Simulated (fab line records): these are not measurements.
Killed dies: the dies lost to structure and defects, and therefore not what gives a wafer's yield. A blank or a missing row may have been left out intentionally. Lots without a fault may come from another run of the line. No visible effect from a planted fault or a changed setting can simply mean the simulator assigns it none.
Which tool was responsible? + flow nand-harc + 15 lots with 45 wafers sampled at 3 steps, on a route of 1159 steps

== WHAT EACH GAUGE READ, for each wafer ==
NHARC_A_M0_INSPECT_27.
| lot  | measured     | on                | raw-defect-count |
|------|--------------|-------------------|------------------|
| L155 | day 18 02:59 | defect-inspect-02 | 548 477 418      |
| L156 | day 18 03:38 | defect-inspect-02 | 351 410 361      |
| L159 | day 18 15:18 | defect-inspect-02 | 388 385 398      |
| L158 | day 19 00:33 | defect-inspect-01 | 346 359 290      |
| L161 | day 19 05:07 | defect-inspect-01 | 379 367 289      |
| L162 | day 19 06:28 | defect-inspect-01 | 362 282 277      |
| L160 | day 19 09:51 | defect-inspect-01 | 487 476 482      |
| L165 | day 20 07:40 | defect-inspect-01 | 347 437 330      |
| L167 | day 20 14:23 | defect-inspect-02 | 541 449 521      |
| L168 | day 20 22:05 | defect-inspect-02 | 477 446 318      |
| L169 | day 20 22:55 | defect-inspect-01 | 475 325 380      |
| L170 | day 21 16:28 | defect-inspect-01 | 449 339 314      |
| L172 | day 22 06:20 | defect-inspect-02 | 357 482 415      |
| L175 | day 22 19:47 | defect-inspect-02 | 345 450 498      |
| L177 | day 22 21:02 | defect-inspect-01 | 430 440 414      |

NHARC_A_M1_OVL_MEAS_10: pitch 240 nm.
| lot  | measured     | on         | overlay-x-nm (nm) | overlay-y-nm (nm) |
|------|--------------|------------|-------------------|-------------------|
| L155 | day 18 04:28 | overlay-01 | -1.0 -0.4 -1.2    | -0.5 0.1 -0.3     |
| L156 | day 18 05:07 | overlay-01 | -0.1 -0.2 0.1     | -0.2 0.0 0.2      |
| L159 | day 18 16:46 | overlay-01 | 1.0 0.9 1.4       | 0.5 0.8 1.1       |
| L158 | day 19 01:56 | overlay-01 | 0.8 0.8 0.9       | 0.6 1.0 0.3       |
| L161 | day 19 06:43 | overlay-01 | -1.0 -1.5 -1.4    | -0.4 -0.5 0.1     |
| L162 | day 19 07:56 | overlay-01 | -0.2 -0.2 -0.2    | 1.7 1.4 1.8       |
| L160 | day 19 11:16 | overlay-02 | -0.5 -0.4 -0.9    | 0.4 0.1 0.8       |
| L165 | day 20 09:01 | overlay-01 | 0.0 0.1 -0.1      | -0.6 0.5 0.1      |
| L167 | day 20 16:26 | overlay-02 | -0.6 -0.2 0.0     | -0.3 0.4 0.3      |
| L168 | day 20 23:34 | overlay-02 | 2.1 1.6 1.8       | 0.7 0.3 0.6       |
| L169 | day 21 00:23 | overlay-02 | -0.9 -1.2 -0.5    | -0.4 -1.0 -1.2    |
| L170 | day 21 17:52 | overlay-01 | -1.0 -0.8 -0.5    | -1.5 -1.3 -1.7    |
| L172 | day 22 07:47 | overlay-01 | -0.3 -1.0 -0.3    | 0.3 0.1 -0.7      |
| L175 | day 22 21:16 | overlay-02 | 1.0 0.4 0.4       | 0.4 0.7 0.4       |
| L177 | day 22 23:18 | overlay-01 | -1.0 -1.3 -1.6    | 1.1 0.9 0.7       |

NHARC_A_M1_CD_MEAS_16.
| lot  | measured     | on        | cd-nm (nm)        |
|------|--------------|-----------|-------------------|
| L155 | day 18 04:53 | cd-sem-01 | 120.5 120.1 120.1 |
| L156 | day 18 05:32 | cd-sem-03 | 120.4 120.7 120.2 |
| L159 | day 18 17:11 | cd-sem-02 | 119.8 119.2 119.5 |
| L158 | day 19 02:20 | cd-sem-01 | 121.2 120.6 120.1 |
| L161 | day 19 07:08 | cd-sem-03 | 120.4 121.0 120.8 |
| L162 | day 19 08:20 | cd-sem-03 | 119.2 120.0 119.1 |
| L160 | day 19 11:40 | cd-sem-02 | 119.8 118.7 119.0 |
| L165 | day 20 09:25 | cd-sem-02 | 120.0 120.1 119.9 |
| L167 | day 20 16:51 | cd-sem-03 | 118.7 119.5 119.0 |
| L168 | day 20 23:59 | cd-sem-01 | 120.8 120.0 120.0 |
| L169 | day 21 00:47 | cd-sem-02 | 119.7 119.7 119.7 |
| L170 | day 21 18:16 | cd-sem-01 | 119.6 119.0 120.9 |
| L172 | day 22 08:11 | cd-sem-01 | 117.9 118.8 118.4 |
| L175 | day 22 21:40 | cd-sem-03 | 119.6 119.2 119.8 |
| L177 | day 22 23:43 | cd-sem-02 | 120.0 120.4 119.2 |

== TOOL THAT RAN EACH LOT (tool first, then ch and the chambers of the sampled wafers, then the start) ==
Record: no process step prior to these readings.

== WHAT THE TOOLS THEMSELVES READ (means of the sampled wafers that have a number; where no wafer has one, the mark that the record gives instead) ==
The record holds no such reading with a usual standard deviation.

== THE ANSWER, worked out from the rows above alone ==
Rule: the lots themselves supply what counts as usual. Put in order of their means at a reading, lots are off if they are a third of the lots or fewer, leave a main group of 4 or more, and stand apart from it by a gap of 3 or more times the standard deviation of the main group's means; of several such gaps the widest counts. A main group is skipped when, at the precision printed for the reading in the tables above, its means are all equal. Also off: a lot with no number at a reading for which 4 or more lots have one. Where the step has rows for the other lots, those lots are counted as sound. Order of review: gauges by route order, followed by the tools' own readings, for which a lot's mean as printed above is used. The first step at which some lot is off is used, and at that step the reading that is off furthest; a lot without a number counts as furthest.
None of the lots is off at any reading shown; this tells nothing.

== WHAT HAD BEEN PUT IN BY THE SIMULATOR ==
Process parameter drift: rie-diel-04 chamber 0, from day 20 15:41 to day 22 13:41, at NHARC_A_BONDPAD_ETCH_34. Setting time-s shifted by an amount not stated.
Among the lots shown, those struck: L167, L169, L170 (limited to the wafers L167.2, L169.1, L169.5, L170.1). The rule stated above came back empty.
